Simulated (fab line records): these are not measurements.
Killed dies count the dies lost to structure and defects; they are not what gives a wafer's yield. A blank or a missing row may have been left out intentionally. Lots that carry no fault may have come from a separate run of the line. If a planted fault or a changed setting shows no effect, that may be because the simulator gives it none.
Matching of chambers + flow n5Finfet + cmp-02 running N5_ILD0_CMP_07: 4 sister chambers
The step polishes SiO2 flowable, stops on poly-Si, t overpolish 1.18 s, target thk 138.88 nm. 8 wafers are shown with their chamber, then 7 later ones without.

## WAFERS PAIRED WITH THEIR CHAMBERS
| wafer  | chamber | motorCurrentA (A) |
|--------|---------|-------------------|
| L081.2 | 0       | 12.7              |
| L082.3 | 1       | 11.8              |
| L082.4 | 0       | 12.9              |
| L083.1 | 2       | 11.0              |
| L083.3 | 3       | 13.6              |
| L083.6 | 3       | 13.4              |
| L084.1 | 2       | 10.3              |
| L084.3 | 1       | 12.3              |

## WAFERS WITHOUT THEIR CHAMBER
| wafer  | motorCurrentA (A) |
|--------|-------------------|
| L084.4 | 13.2              |
| L091.1 | 13.1              |
| L091.2 | 10.6              |
| L091.4 | 13.1              |
| L093.1 | 13.4              |
| L093.3 | 13.9              |
| L093.6 | 11.8              |

## EACH ONE'S CHAMBER
| wafer  | from the rows above     | in truth |
|--------|-------------------------|----------|
| L084.4 | can't be placed: 3 or 0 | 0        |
| L091.1 | can't be placed: 0 or 3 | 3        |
| L091.2 | 2                       | 2        |
| L091.4 | can't be placed: 0 or 3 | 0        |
| L093.1 | can't be placed: 3 or 0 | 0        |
| L093.3 | 3                       | 3        |
| L093.6 | 1                       | 1        |
Placed correctly: 3 of 7. From these rows, 4 cannot be placed; in 4 the true chamber is one of the candidates. Wrongly placed: 0.
How it was worked out, from the rows above alone: a wafer's distance from a chamber is the root of the sum, over the readings, of the square of ((its reading less the chamber's mean) divided by the reading's scatter). The wafer belongs to the nearest chamber; if the next one is less than 2 further off, it can't be placed. For every chamber, the mean is computed from those of its wafers that are shown. How the scatter is found: for the shown wafers, subtract from each reading the mean of its chamber, square and add these, divide the total by (wafers less chambers), then take the root.
